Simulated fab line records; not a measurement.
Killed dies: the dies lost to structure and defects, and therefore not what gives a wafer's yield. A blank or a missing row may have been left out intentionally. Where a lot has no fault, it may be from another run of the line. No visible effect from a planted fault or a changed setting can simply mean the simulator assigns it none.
fab line records :: flow nandHarc
[record]
  lots = 5
  wafers = 15
  lastDay = 32
route steps=1302 shown THIN_TSV@1256
lots that met no fault: from a run of the same line without faults
startH: start of the lot's first displayed wafer, in hours after the record's first day :: waitH: hours elapsed since this lot's preceding step :: " repeats the value in the row above :: L1.1+2: a row that stands for several wafers :: - no value, or no start given :: * or withheld: withheld :: < > ~ a bound
route shown NAME@n: NAME is a module with steps in the file, n the number in the route of the first one :: usual: the fault-free wafers' mean and standard deviation :: same: alike in all rows :: chamber/n: place in a boat :: sites: readings site by site :: _std_site: standard deviation of those values :: _edge_site: mean of outer sites minus mean of inner sites :: radiusMm: for every site, how far away it sits from the centre of the wafer :: mask NAME#n: copy n :: behind: tool/chamber where the wafer was last shaped :: hold: cause of the lot's hold/its duration in hours/its outcome :: device: the transistor (n, p or np) that didn't switch :: end of line: tests run on the same wafers once the route is complete :: a step given without rows: its recipe and nothing more :: killed: not the wafer's yield, but the dies lost to structure and defects at the first sort :: map: per-die view of a wafer (x killed, . not killed, _ where there is no die)
set.NAME: the run value of the setting; set.NAME@STEP: its run value at that earlier step :: model.NAME: the simulator's own value behind a step, which no gauge read
certain route steps with their lots: each step a table, each wafer a row
services: the hour from which a tool's chamber was out of use, counted from the record's first day as startH (under 0 if before that day), plus the number of hours and why
[[steps]]
[step NHARC_THIN_TSV_EXPOSE_09]
[recipe]
  na = 0.55
  doseMj = 30.7
  maskId = TSV
[step NHARC_THIN_TSV_PEB_10]
[recipe]
  pebTempC = 118
  pebTimeS = 85
[step NHARC_THIN_TSV_DEVELOP_11]
[recipe]
  timeS = 70
[step NHARC_THIN_TSV_CD_MEAS_12]
[recipe]
  targetCdNm = 1000
  landingEnergyEv = 500
[usual]
  cdNm = 999.6/2.7
lot.wafer: L804.1
tool: cdSem-02
chamber: 0
startH: 571.51
waitH: -
cdNm: 999.5

lot.wafer: L804.2
tool: cdSem-02
chamber: 0
startH: 571.51
waitH: -
cdNm: 998.3

lot.wafer: L804.6
tool: cdSem-02
chamber: 0
startH: 571.51
waitH: -
cdNm: 1001.9

lot.wafer: L802.1
tool: cdSem-02
chamber: 0
startH: 572.56
waitH: -
cdNm: 999.7

lot.wafer: L802.3
tool: cdSem-02
chamber: 0
startH: 572.56
waitH: -
cdNm: 1000.3

lot.wafer: L802.6
tool: cdSem-02
chamber: 0
startH: 572.56
waitH: -
cdNm: 998.9

lot.wafer: L807.3
tool: cdSem-02
chamber: 0
startH: 601.58
waitH: -
cdNm: 1002.1

lot.wafer: L807.4
tool: cdSem-02
chamber: 0
startH: 601.58
waitH: -
cdNm: 1003.2

lot.wafer: L807.5
tool: cdSem-02
chamber: 0
startH: 601.58
waitH: -
cdNm: 998.4

lot.wafer: L816.1
tool: cdSem-01
chamber: 0
startH: 688.09
waitH: -
cdNm: 1003.6

lot.wafer: L816.2
tool: cdSem-01
chamber: 0
startH: 688.09
waitH: -
cdNm: 997.7

lot.wafer: L816.4
tool: cdSem-01
chamber: 0
startH: 688.09
waitH: -
cdNm: 1000.5

lot.wafer: L823.1
tool: cdSem-01
chamber: 0
startH: 757.12
waitH: -
cdNm: 999.4

lot.wafer: L823.4
tool: cdSem-01
chamber: 0
startH: 757.12
waitH: -
cdNm: 1004.1

lot.wafer: L823.6
tool: cdSem-01
chamber: 0
startH: 757.12
waitH: -
cdNm: 1000.6
[step NHARC_THIN_TSV_HARDBAKE_13]
[recipe]
  tempC = 125
  timeS = 80
[step NHARC_THIN_TSV_DESCUM_14]
[recipe]
  timeS = 3
  o2FlowSccm = 200
  arFlowSccm = 0
  biasPowerW = 0
  chemistry = O2
[usual]
  drypumpMotorCurrentA = 5.6/0.41
  oesProductAu = 1.002/0.014
  rfVppV = 57.9/0.9
  showerheadPlenumPTorr = 1.91/0.072
  throttleValvePct = 11.311/0.0096
[same]
  biasPowerW = 0
  timeS = 3
lot.wafer: L804.2
tool: rieDiel-10
chamber: 1
startH: 571.67
waitH: -
drypumpMotorCurrentA: 5.3
oesProductAu: 0.995
rfHoursCounterH: 8.9
rfVppV: 57.8
showerheadPlenumPTorr: 1.84
throttleValvePct: 11.301

lot.wafer: L804.1
tool: rieDiel-10
chamber: 0
startH: 571.67
waitH: -
drypumpMotorCurrentA: 4.9
oesProductAu: 0.985
rfHoursCounterH: 8.4
rfVppV: 56.9
showerheadPlenumPTorr: 1.79
throttleValvePct: 11.316

lot.wafer: L804.6
tool: rieDiel-10
chamber: 2
startH: 571.67
waitH: -
drypumpMotorCurrentA: 5.0
oesProductAu: 1.015
rfHoursCounterH: -
rfVppV: 57.5
showerheadPlenumPTorr: 1.88
throttleValvePct: 11.308

lot.wafer: L802.1
tool: rieDiel-07
chamber: 2
startH: 572.72
waitH: -
drypumpMotorCurrentA: 6.3
oesProductAu: 0.997
rfHoursCounterH: 3.9
rfVppV: 56.6
showerheadPlenumPTorr: 1.93
throttleValvePct: 11.322

lot.wafer: L802.3
tool: rieDiel-07
chamber: 3
startH: 572.72
waitH: -
drypumpMotorCurrentA: 6.1
oesProductAu: 0.999
rfHoursCounterH: 4.2
rfVppV: 56.1
showerheadPlenumPTorr: 1.78
throttleValvePct: 11.305

lot.wafer: L802.6
tool: rieDiel-07
chamber: 2
startH: 572.72
waitH: -
drypumpMotorCurrentA: 6.3
oesProductAu: 0.996
rfHoursCounterH: -
rfVppV: 56.8
showerheadPlenumPTorr: 1.93
throttleValvePct: 11.320

lot.wafer: L807.4
tool: rieDiel-07
chamber: 1
startH: 601.73
waitH: -
drypumpMotorCurrentA: 6.0
oesProductAu: 1.029
rfHoursCounterH: 6.7
rfVppV: 58.6
showerheadPlenumPTorr: 2.02
throttleValvePct: 11.336

lot.wafer: L807.3
tool: rieDiel-07
chamber: 0
startH: 601.73
waitH: -
drypumpMotorCurrentA: 5.6
oesProductAu: 1.009
rfHoursCounterH: 6.3
rfVppV: 58.1
showerheadPlenumPTorr: 1.97
throttleValvePct: 11.318

lot.wafer: L807.5
tool: rieDiel-07
chamber: 2
startH: 601.73
waitH: -
drypumpMotorCurrentA: 6.2
oesProductAu: 1.019
rfHoursCounterH: -
rfVppV: 59.3
showerheadPlenumPTorr: 1.93
throttleValvePct: 11.308

lot.wafer: L816.4
tool: rieDiel-10
chamber: 0
startH: 688.25
waitH: -
drypumpMotorCurrentA: 4.9
oesProductAu: 0.979
rfHoursCounterH: 5.6
rfVppV: 58.1
showerheadPlenumPTorr: 1.79
throttleValvePct: 11.313

lot.wafer: L816.1
tool: rieDiel-10
chamber: 1
startH: 688.25
waitH: -
drypumpMotorCurrentA: 5.2
oesProductAu: 1.015
rfHoursCounterH: 5.7
rfVppV: 58.3
showerheadPlenumPTorr: 1.84
throttleValvePct: 11.320

lot.wafer: L816.2
tool: rieDiel-10
chamber: 2
startH: 688.25
waitH: -
drypumpMotorCurrentA: 5.0
oesProductAu: 1.004
rfHoursCounterH: 5.8
rfVppV: 57.5
showerheadPlenumPTorr: 1.88
throttleValvePct: 11.301

lot.wafer: L823.4
tool: rieDiel-10
chamber: 2
startH: 757.28
waitH: -
drypumpMotorCurrentA: 5.0
oesProductAu: 1.013
rfHoursCounterH: 10.3
rfVppV: 57.2
showerheadPlenumPTorr: 1.88
throttleValvePct: 11.323

lot.wafer: L823.1
tool: rieDiel-10
chamber: 1
startH: 757.28
waitH: -
drypumpMotorCurrentA: 5.3
oesProductAu: 1.022
rfHoursCounterH: 10.7
rfVppV: 56.7
showerheadPlenumPTorr: 1.84
throttleValvePct: 11.314

lot.wafer: L823.6
tool: rieDiel-10
chamber: 2
startH: 757.28
waitH: -
drypumpMotorCurrentA: 5.0
oesProductAu: 1.013
rfHoursCounterH: -
rfVppV: 59.3
showerheadPlenumPTorr: 1.88
throttleValvePct: 11.316
[step NHARC_THIN_TSV_ETCH_44]
[recipe]
  targetDepthA = 15942
  timeS = 797.1
  cf4FlowSccm = 150
  o2FlowSccm = 10
  arFlowSccm = 0
  rfW = 300
  biasW = 800
  chemistry = CF4/O2
[usual]
  drypumpMotorCurrentA = 5.6/0.41
  oesProductAu = 1.000/0.014
  rfFwdPowerW = 299.6/1
  rfVppV = 794/3.9
  showerheadPlenumPTorr = 1.83/0.062
  throttleValvePct = 16.917/0.01
[same]
  timeS = 797.1
lot.wafer: L804.1
tool: rieDiel-10
chamber: 1
startH: 571.76
waitH: 0.1
drypumpMotorCurrentA: 5.3
oesProductAu: 1.004
rfFwdPowerW: 299.8
rfHoursCounterH: 9.1
rfVppV: 790
showerheadPlenumPTorr: 1.77
throttleValvePct: 16.925

lot.wafer: L804.2
tool: rieDiel-10
chamber: 0
startH: 571.76
waitH: 0.1
drypumpMotorCurrentA: 4.9
oesProductAu: 0.985
rfFwdPowerW: 299.4
rfHoursCounterH: 8.5
rfVppV: 787
showerheadPlenumPTorr: 1.72
throttleValvePct: 16.926

lot.wafer: L804.6
tool: rieDiel-10
chamber: 1
startH: 571.76
waitH: 0.1
drypumpMotorCurrentA: 5.3
oesProductAu: 0.997
rfFwdPowerW: 300.9
rfHoursCounterH: -
rfVppV: 792
showerheadPlenumPTorr: 1.77
throttleValvePct: 16.924

lot.wafer: L802.3
tool: rieDiel-07
chamber: 3
startH: 572.92
waitH: 0.2
drypumpMotorCurrentA: 6.1
oesProductAu: 1.005
rfFwdPowerW: 301.4
rfHoursCounterH: 4.3
rfVppV: 786
showerheadPlenumPTorr: 1.71
throttleValvePct: 16.903

lot.wafer: L802.1
tool: rieDiel-07
chamber: 0
startH: 572.92
waitH: 0.2
drypumpMotorCurrentA: 5.6
oesProductAu: 0.986
rfFwdPowerW: 299.3
rfHoursCounterH: 3.6
rfVppV: 799
showerheadPlenumPTorr: 1.89
throttleValvePct: 16.899

lot.wafer: L802.6
tool: rieDiel-07
chamber: 2
startH: 572.92
waitH: 0.2
drypumpMotorCurrentA: 6.3
oesProductAu: 1.002
rfFwdPowerW: 299.8
rfHoursCounterH: -
rfVppV: 796
showerheadPlenumPTorr: 1.85
throttleValvePct: 16.921

lot.wafer: L807.3
tool: rieDiel-07
chamber: 0
startH: 601.82
waitH: 0.1
drypumpMotorCurrentA: 5.7
oesProductAu: 0.998
rfFwdPowerW: 301.8
rfHoursCounterH: 6.5
rfVppV: 797
showerheadPlenumPTorr: 1.89
throttleValvePct: 16.929

lot.wafer: L807.4
tool: rieDiel-07
chamber: 2
startH: 601.82
waitH: 0.1
drypumpMotorCurrentA: 6.3
oesProductAu: 1.006
rfFwdPowerW: 299.8
rfHoursCounterH: 6.6
rfVppV: 796
showerheadPlenumPTorr: 1.85
throttleValvePct: 16.933

lot.wafer: L807.5
tool: rieDiel-07
chamber: 1
startH: 601.82
waitH: 0.1
drypumpMotorCurrentA: 6.0
oesProductAu: 1.010
rfFwdPowerW: 299.4
rfHoursCounterH: -
rfVppV: 800
showerheadPlenumPTorr: 1.93
throttleValvePct: 16.917

lot.wafer: L816.4
tool: rieDiel-10
chamber: 3
startH: 688.34
waitH: 0.1
drypumpMotorCurrentA: 5.4
oesProductAu: 0.978
rfFwdPowerW: 299.5
rfHoursCounterH: 5.9
rfVppV: 795
showerheadPlenumPTorr: 1.87
throttleValvePct: 16.913

lot.wafer: L816.2
tool: rieDiel-10
chamber: 0
startH: 688.34
waitH: 0.1
drypumpMotorCurrentA: 4.9
oesProductAu: 0.977
rfFwdPowerW: 300.6
rfHoursCounterH: 5.7
rfVppV: 786
showerheadPlenumPTorr: 1.72
throttleValvePct: 16.917

lot.wafer: L816.1
tool: rieDiel-10
chamber: 1
startH: 688.34
waitH: 0.1
drypumpMotorCurrentA: 5.2
oesProductAu: 1.020
rfFwdPowerW: 299.9
rfHoursCounterH: 5.8
rfVppV: 789
showerheadPlenumPTorr: 1.76
throttleValvePct: 16.907

lot.wafer: L823.4
tool: rieDiel-10
chamber: 2
startH: 757.37
waitH: 0.1
drypumpMotorCurrentA: 5.0
oesProductAu: 1.004
rfFwdPowerW: 299.4
rfHoursCounterH: 10.4
rfVppV: 791
showerheadPlenumPTorr: 1.80
throttleValvePct: 16.913

lot.wafer: L823.1
tool: rieDiel-10
chamber: 0
startH: 757.37
waitH: 0.1
drypumpMotorCurrentA: 4.9
oesProductAu: 0.985
rfFwdPowerW: 300.0
rfHoursCounterH: 10.4
rfVppV: 787
showerheadPlenumPTorr: 1.72
throttleValvePct: 16.927

lot.wafer: L823.6
tool: rieDiel-10
chamber: 2
startH: 757.37
waitH: 0.1
drypumpMotorCurrentA: 5.0
oesProductAu: 1.003
rfFwdPowerW: 298.0
rfHoursCounterH: -
rfVppV: 792
showerheadPlenumPTorr: 1.80
throttleValvePct: 16.915
[step NHARC_THIN_TSV_ETCH_15]
[recipe]
  targetDepthA = 30000
  boschTargetOveretchCycles = 2
  boschEtchStepS = 2.8
  boschDepStepS = 1.2
  boschCycles = 14
[step NHARC_THIN_TSV_CD_MEAS_16]
[usual]
  cdNm = 999.8/2.9
lot.wafer: L804.1
tool: cdSem-03
chamber: -
startH: 572.47
waitH: 0.1
cdNm: 1001.3

lot.wafer: L804.2
tool: cdSem-03
chamber: -
startH: 572.47
waitH: 0.1
cdNm: 998.6

lot.wafer: L804.6
tool: cdSem-03
chamber: -
startH: 572.47
waitH: 0.1
cdNm: 1002.5

lot.wafer: L802.1
tool: cdSem-03
chamber: -
startH: 573.52
waitH: 0.1
cdNm: 1001.2

lot.wafer: L802.3
tool: cdSem-03
chamber: -
startH: 573.52
waitH: 0.1
cdNm: 999.2

lot.wafer: L802.6
tool: cdSem-03
chamber: -
startH: 573.52
waitH: 0.1
cdNm: 1001.7

lot.wafer: L807.3
tool: cdSem-01
chamber: -
startH: 602.53
waitH: 0.1
cdNm: 1002.3

lot.wafer: L807.4
tool: cdSem-01
chamber: -
startH: 602.53
waitH: 0.1
cdNm: 1005.3

lot.wafer: L807.5
tool: cdSem-01
chamber: -
startH: 602.53
waitH: 0.1
cdNm: 998.6

lot.wafer: L816.1
tool: cdSem-03
chamber: -
startH: 689.05
waitH: 0.1
cdNm: 1005.2

lot.wafer: L816.2
tool: cdSem-03
chamber: -
startH: 689.05
waitH: 0.1
cdNm: 996.4

lot.wafer: L816.4
tool: cdSem-03
chamber: -
startH: 689.05
waitH: 0.1
cdNm: 1000.7

lot.wafer: L823.1
tool: cdSem-02
chamber: -
startH: 758.08
waitH: 0.1
cdNm: 999.7

lot.wafer: L823.4
tool: cdSem-02
chamber: -
startH: 758.08
waitH: 0.1
cdNm: 1004.3

lot.wafer: L823.6
tool: cdSem-02
chamber: -
startH: 758.08
waitH: 0.1
cdNm: 1000.7
[step NHARC_THIN_TSV_STRIP_45]
[recipe]
  powerW = 1500
  tempC = 250
  chemistry = O2
[usual]
  drypumpMotorCurrentA = 5.7/0.6
  heaterPowerW = 311/14
  tempC = 250.00/0.17
lot.wafer: L804.1
tool: plasmaAsher-02
chamber: 0
startH: 572.54
waitH: 0.1
drypumpMotorCurrentA: 5.0
heaterPowerW: 293
rfHoursCounterH: 29
tempC: 249.94

lot.wafer: L804.2
tool: plasmaAsher-02
chamber: 1
startH: 572.54
waitH: 0.1
drypumpMotorCurrentA: 6.5
heaterPowerW: 306
rfHoursCounterH: 29
tempC: 250.01

lot.wafer: L804.6
tool: plasmaAsher-02
chamber: 1
startH: 572.54
waitH: 0.1
drypumpMotorCurrentA: 6.5
heaterPowerW: 311
rfHoursCounterH: -
tempC: 249.63

lot.wafer: L802.1
tool: plasmaAsher-02
chamber: 1
startH: 573.60
waitH: 0.1
drypumpMotorCurrentA: 6.5
heaterPowerW: 317
rfHoursCounterH: 29
tempC: 249.62

lot.wafer: L802.3
tool: plasmaAsher-02
chamber: 1
startH: 573.60
waitH: 0.1
drypumpMotorCurrentA: 6.5
heaterPowerW: 317
rfHoursCounterH: -
tempC: 250.06

lot.wafer: L802.6
tool: plasmaAsher-02
chamber: 0
startH: 573.60
waitH: 0.1
drypumpMotorCurrentA: 5.0
heaterPowerW: 302
rfHoursCounterH: -
tempC: 249.81

lot.wafer: L807.3
tool: plasmaAsher-01
chamber: 0
startH: 602.70
waitH: 0.2
drypumpMotorCurrentA: 6.0
heaterPowerW: 312
rfHoursCounterH: -
tempC: 249.94

lot.wafer: L807.4
tool: plasmaAsher-01
chamber: 1
startH: 602.70
waitH: 0.2
drypumpMotorCurrentA: 5.5
heaterPowerW: 327
rfHoursCounterH: -
tempC: 250.00

lot.wafer: L807.5
tool: plasmaAsher-01
chamber: 0
startH: 602.70
waitH: 0.2
drypumpMotorCurrentA: 5.9
heaterPowerW: 309
rfHoursCounterH: -
tempC: 249.88

lot.wafer: L816.1
tool: plasmaAsher-01
chamber: 0
startH: 689.20
waitH: 0.2
drypumpMotorCurrentA: 5.9
heaterPowerW: 304
rfHoursCounterH: 29
tempC: 249.92

lot.wafer: L816.2
tool: plasmaAsher-01
chamber: 1
startH: 689.20
waitH: 0.2
drypumpMotorCurrentA: 5.5
heaterPowerW: 334
rfHoursCounterH: 29
tempC: 250.08

lot.wafer: L816.4
tool: plasmaAsher-01
chamber: 0
startH: 689.20
waitH: 0.2
drypumpMotorCurrentA: 5.9
heaterPowerW: 309
rfHoursCounterH: -
tempC: 250.04

lot.wafer: L823.1
tool: plasmaAsher-01
chamber: 1
startH: 758.15
waitH: 0.1
drypumpMotorCurrentA: 5.5
heaterPowerW: 340
rfHoursCounterH: 12
tempC: 249.88

lot.wafer: L823.4
tool: plasmaAsher-01
chamber: 0
startH: 758.15
waitH: 0.1
drypumpMotorCurrentA: 5.9
heaterPowerW: 304
rfHoursCounterH: -
tempC: 249.83

lot.wafer: L823.6
tool: plasmaAsher-01
chamber: 1
startH: 758.15
waitH: 0.1
drypumpMotorCurrentA: 5.5
heaterPowerW: 324
rfHoursCounterH: -
tempC: 250.09
[step NHARC_THIN_TSV_STRIP_46]
[recipe]
  timeS = 1200
  tempC = 72.5
  chemistry = postEtchResidueRemover
[step NHARC_THIN_TSV_DEP_47]
[recipe]
  targetThkA = 2000
  tempC = withheld
  pressureTorr = 6.5
  rfW = 900
  teosFlowSccm = 161.4
  flowSccm = 2650
  targetThkNm = 200
  gas = O2
  material = SiO2
[usual]
  rfFwdPowerW = 898.5/2.7
  throttleValvePct = 15.7/0.56
lot.wafer: L804.1
tool: pecvd-01
chamber: 0
startH: 573.35
waitH: -
rfFwdPowerW: 899.2
throttleValvePct: 16.6

lot.wafer: L804.2
tool: pecvd-01
chamber: 1
startH: 573.35
waitH: -
rfFwdPowerW: 901.8
throttleValvePct: 14.8

lot.wafer: L804.6
tool: pecvd-01
chamber: 2
startH: 573.35
waitH: -
rfFwdPowerW: 899.8
throttleValvePct: 15.8

lot.wafer: L802.3
tool: pecvd-04
chamber: 0
startH: 574.44
waitH: -
rfFwdPowerW: 897.3
throttleValvePct: 14.8

lot.wafer: L802.1
tool: pecvd-04
chamber: 1
startH: 574.44
waitH: -
rfFwdPowerW: 897.3
throttleValvePct: 14.6

lot.wafer: L802.6
tool: pecvd-04
chamber: 1
startH: 574.44
waitH: -
rfFwdPowerW: 901.1
throttleValvePct: 14.6

lot.wafer: L807.3
tool: pecvd-04
chamber: 2
startH: 603.40
waitH: -
rfFwdPowerW: 898.6
throttleValvePct: 15.8

lot.wafer: L807.4
tool: pecvd-04
chamber: 0
startH: 603.40
waitH: -
rfFwdPowerW: 896.4
throttleValvePct: 15.2

lot.wafer: L807.5
tool: pecvd-04
chamber: 1
startH: 603.40
waitH: -
rfFwdPowerW: 900.4
throttleValvePct: 14.7

lot.wafer: L816.2
tool: pecvd-01
chamber: 2
startH: 690.05
waitH: -
rfFwdPowerW: 902.7
throttleValvePct: 15.5

lot.wafer: L816.1
tool: pecvd-01
chamber: 0
startH: 690.05
waitH: -
rfFwdPowerW: 898.5
throttleValvePct: 16.4

lot.wafer: L816.4
tool: pecvd-01
chamber: 1
startH: 690.05
waitH: -
rfFwdPowerW: 899.9
throttleValvePct: 15.4

lot.wafer: L823.1
tool: pecvd-02
chamber: 1
startH: 759.05
waitH: -
rfFwdPowerW: 898.3
throttleValvePct: 15.8

lot.wafer: L823.4
tool: pecvd-02
chamber: 0
startH: 759.05
waitH: -
rfFwdPowerW: 899.1
throttleValvePct: 16.2

lot.wafer: L823.6
tool: pecvd-02
chamber: 1
startH: 759.05
waitH: -
rfFwdPowerW: 898.9
throttleValvePct: 16.0
[step NHARC_THIN_TSV_ETCHBACK_48]
[recipe]
  targetDepthA = 10285
  overEtchFrac = 0.3
  timeS = 405.17
  ionEnergyEv = 250
  c4f8FlowSccm = withheld
  arFlowSccm = withheld
  rfW = 600
  biasW = 300
  chemistry = C4F8/Ar
[usual]
  oesProductAu = 0.935/0.026
  rfFwdPowerW = 598.4/1.9
  rfVppV = 546.6/2.7
  runLengthS = 426.6/0.51
lot.wafer: L804.2
tool: rieDiel-10
chamber: 3
startH: 573.78
waitH: -
oesProductAu: 0.908
rfFwdPowerW: 598.5
rfHoursCounterH: 9
rfVppV: 548.3
runLengthS: 426.7

lot.wafer: L804.1
tool: rieDiel-10
chamber: 0
startH: 573.78
waitH: -
oesProductAu: 0.915
rfFwdPowerW: 599.1
rfHoursCounterH: 9
rfVppV: 543.4
runLengthS: 426.0

lot.wafer: L804.6
tool: rieDiel-10
chamber: 2
startH: 573.78
waitH: -
oesProductAu: 0.943
rfFwdPowerW: 598.1
rfHoursCounterH: -
rfVppV: 545.1
runLengthS: 427.3

lot.wafer: L802.1
tool: rieDiel-03
chamber: 1
startH: 574.87
waitH: -
oesProductAu: 0.931
rfFwdPowerW: 600.4
rfHoursCounterH: 5
rfVppV: 549.2
runLengthS: 426.6

lot.wafer: L802.3
tool: rieDiel-03
chamber: 2
startH: 574.87
waitH: -
oesProductAu: 0.939
rfFwdPowerW: 595.9
rfHoursCounterH: 5
rfVppV: 546.2
runLengthS: 427.1

lot.wafer: L802.6
tool: rieDiel-03
chamber: 0
startH: 574.87
waitH: -
oesProductAu: 0.923
rfFwdPowerW: 598.9
rfHoursCounterH: -
rfVppV: 546.5
runLengthS: 427.2

lot.wafer: L807.3
tool: rieDiel-07
chamber: 1
startH: 603.84
waitH: -
oesProductAu: 0.928
rfFwdPowerW: 598.0
rfHoursCounterH: 7
rfVppV: 552.2
runLengthS: 425.9

lot.wafer: L807.4
tool: rieDiel-07
chamber: 2
startH: 603.84
waitH: -
oesProductAu: 0.933
rfFwdPowerW: 600.5
rfHoursCounterH: 7
rfVppV: 547.4
runLengthS: 427.0

lot.wafer: L807.5
tool: rieDiel-07
chamber: 0
startH: 603.84
waitH: -
oesProductAu: 0.925
rfFwdPowerW: 597.9
rfHoursCounterH: -
rfVppV: 549.7
runLengthS: 427.1

lot.wafer: L816.2
tool: rieDiel-03
chamber: 3
startH: 690.45
waitH: -
oesProductAu: 0.922
rfFwdPowerW: 596.8
rfHoursCounterH: 2
rfVppV: 549.5
runLengthS: 426.8

lot.wafer: L816.1
tool: rieDiel-03
chamber: 0
startH: 690.45
waitH: -
oesProductAu: 0.929
rfFwdPowerW: -
rfHoursCounterH: 3
rfVppV: 547.0
runLengthS: 306.0

lot.wafer: L816.4
tool: rieDiel-03
chamber: 1
startH: 690.45
waitH: -
oesProductAu: 0.928
rfFwdPowerW: 597.5
rfHoursCounterH: 3
rfVppV: 547.8
runLengthS: 426.6

lot.wafer: L823.4
tool: rieDiel-10
chamber: 1
startH: 759.40
waitH: -
oesProductAu: 0.935
rfFwdPowerW: 598.5
rfHoursCounterH: 11
rfVppV: 543.5
runLengthS: 425.8

lot.wafer: L823.1
tool: rieDiel-10
chamber: 3
startH: 759.40
waitH: -
oesProductAu: 0.899
rfFwdPowerW: 600.3
rfHoursCounterH: 11
rfVppV: 549.6
runLengthS: 426.8

lot.wafer: L823.6
tool: rieDiel-10
chamber: 1
startH: 759.40
waitH: -
oesProductAu: 0.938
rfFwdPowerW: 598.5
rfHoursCounterH: -
rfVppV: 544.7
runLengthS: 425.8
[step NHARC_THIN_TSV_STRIP_62]
[recipe]
  powerW = 1500
  tempC = 250
  timeS = 20
  chemistry = N2/H2
[usual]
  drypumpMotorCurrentA = 5.7/0.48
  heaterPowerW = 316/14
  tempC = 250.01/0.18
[same]
  timeS = 20
lot.wafer: L804.1
tool: plasmaAsher-02
chamber: 1
startH: 574.11
waitH: -
drypumpMotorCurrentA: 6.5
heaterPowerW: 315
rfHoursCounterH: 30
tempC: 250.20

lot.wafer: L804.2
tool: plasmaAsher-02
chamber: 0
startH: 574.11
waitH: -
drypumpMotorCurrentA: 5.0
heaterPowerW: 298
rfHoursCounterH: 30
tempC: 249.54

lot.wafer: L804.6
tool: plasmaAsher-02
chamber: 0
startH: 574.11
waitH: -
drypumpMotorCurrentA: 5.0
heaterPowerW: 296
rfHoursCounterH: -
tempC: 249.58

lot.wafer: L802.1
tool: plasmaAsher-01
chamber: 1
startH: 575.18
waitH: -
drypumpMotorCurrentA: 5.5
heaterPowerW: 332
rfHoursCounterH: 9
tempC: 249.83

lot.wafer: L802.3
tool: plasmaAsher-01
chamber: 1
startH: 575.18
waitH: -
drypumpMotorCurrentA: 5.5
heaterPowerW: 327
rfHoursCounterH: -
tempC: 250.02

lot.wafer: L802.6
tool: plasmaAsher-01
chamber: 1
startH: 575.18
waitH: -
drypumpMotorCurrentA: 5.5
heaterPowerW: 322
rfHoursCounterH: -
tempC: 249.88

lot.wafer: L807.3
tool: plasmaAsher-01
chamber: 0
startH: 604.21
waitH: -
drypumpMotorCurrentA: 5.9
heaterPowerW: 307
rfHoursCounterH: -
tempC: 250.12

lot.wafer: L807.4
tool: plasmaAsher-01
chamber: 1
startH: 604.21
waitH: -
drypumpMotorCurrentA: 5.5
heaterPowerW: 338
rfHoursCounterH: -
tempC: 249.88

lot.wafer: L807.5
tool: plasmaAsher-01
chamber: 1
startH: 604.21
waitH: -
drypumpMotorCurrentA: 5.5
heaterPowerW: 336
rfHoursCounterH: -
tempC: 249.76

lot.wafer: L816.2
tool: plasmaAsher-01
chamber: 0
startH: 690.77
waitH: -
drypumpMotorCurrentA: 5.9
heaterPowerW: 305
rfHoursCounterH: 29
tempC: 249.99

lot.wafer: L816.1
tool: plasmaAsher-01
chamber: 1
startH: 690.77
waitH: -
drypumpMotorCurrentA: 5.5
heaterPowerW: 332
rfHoursCounterH: 29
tempC: 250.18

lot.wafer: L816.4
tool: plasmaAsher-01
chamber: 1
startH: 690.77
waitH: -
drypumpMotorCurrentA: 5.5
heaterPowerW: 332
rfHoursCounterH: -
tempC: 250.05

lot.wafer: L823.1
tool: plasmaAsher-01
chamber: 1
startH: 759.74
waitH: -
drypumpMotorCurrentA: 5.5
heaterPowerW: 336
rfHoursCounterH: 13
tempC: 250.04

lot.wafer: L823.4
tool: plasmaAsher-01
chamber: 1
startH: 759.74
waitH: -
drypumpMotorCurrentA: 5.5
heaterPowerW: 330
rfHoursCounterH: -
tempC: 250.12

lot.wafer: L823.6
tool: plasmaAsher-01
chamber: 0
startH: 759.74
waitH: -
drypumpMotorCurrentA: 5.9
heaterPowerW: 308
rfHoursCounterH: -
tempC: 250.10
[[services]]
tool: rieDiel-10
chamber: 0
startH: 550.50
hours: -
kind: clean

tool: rieDiel-10
chamber: 1
startH: 550.50
hours: -
kind: clean

tool: pecvd-02
chamber: -
startH: 589.38
hours: 13.0
kind: pm

tool: rieDiel-10
chamber: -
startH: 596.50
hours: 9.0
kind: pm

tool: plasmaAsher-02
chamber: -
startH: 603.21
hours: 9.0
kind: pm

tool: rieDiel-07
chamber: 3
startH: 605.42
hours: 1.2
kind: repair

tool: pecvd-01
chamber: -
startH: 608.61
hours: 1.6
kind: repair

tool: pecvd-04
chamber: -
startH: 631.40
hours: 13.0
kind: pm

tool: plasmaAsher-01
chamber: -
startH: 632.56
hours: 10.5
kind: repair

tool: rieDiel-03
chamber: -
startH: 635.34
hours: 9.0
kind: pm

tool: rieDiel-07
chamber: 3
startH: 640.16
hours: 6.0
kind: repair

tool: rieDiel-07
chamber: -
startH: 648.20
hours: 9.0
kind: pm

tool: pecvd-02
chamber: -
startH: 648.22
hours: 0.3
kind: repair

tool: rieDiel-03
chamber: -
startH: 670.38
hours: 1.1
kind: repair

tool: pecvd-01
chamber: -
startH: 673.51
hours: 13.0
kind: pm

tool: rieDiel-10
chamber: 2
startH: 681.25
hours: 6.6
kind: repair

tool: rieDiel-07
chamber: 1
startH: 687.52
hours: 5.9
kind: repair

tool: plasmaAsher-01
chamber: -
startH: 696.00
hours: 9.0
kind: pm

tool: plasmaAsher-02
chamber: -
startH: 700.28
hours: 1.3
kind: repair

tool: rieDiel-03
chamber: 2
startH: 717.54
hours: 6.2
kind: repair

tool: plasmaAsher-02
chamber: -
startH: 726.94
hours: 4.0
kind: repair

tool: plasmaAsher-01
chamber: -
startH: 731.01
hours: 3.0
kind: repair

tool: rieDiel-03
chamber: -
startH: 745.67
hours: 1.1
kind: repair

tool: plasmaAsher-02
chamber: -
startH: 752.83
hours: 4.6
kind: repair
[[key]]
[firstSign]
  step = NHARC_THIN_TSV_ETCHBACK_48
  reading = runLengthS
  direction = down
  sigmas = 99+
  usual = *
  struck = *
effect none on later readings
metAt NHARC_THIN_TSV_ETCHBACK_48
struckWafers L816.1
laterRowsLeftOut L816.1
sortLeftOut L816.1
onsetBetween 574.87 690.45
[fault]
  kind = processParameterDrift
  tool = rieDiel-03
  chamber = 0
  onsetH = 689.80
  steps = NHARC_THIN_TSV_ETCHBACK_48
  channel = timeS
  offset = *
  shape = step
  endH = 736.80
  actsIn = *
  stated = *
// sortLeftOut: the simulated sort isn't trusted on such a fault, so these wafers' sort isn't shown, and their yield isn't known
// laterRowsLeftOut: the simulator's readings of these wafers behind a module that went badly wrong aren't trusted and aren't shown, but for the sort
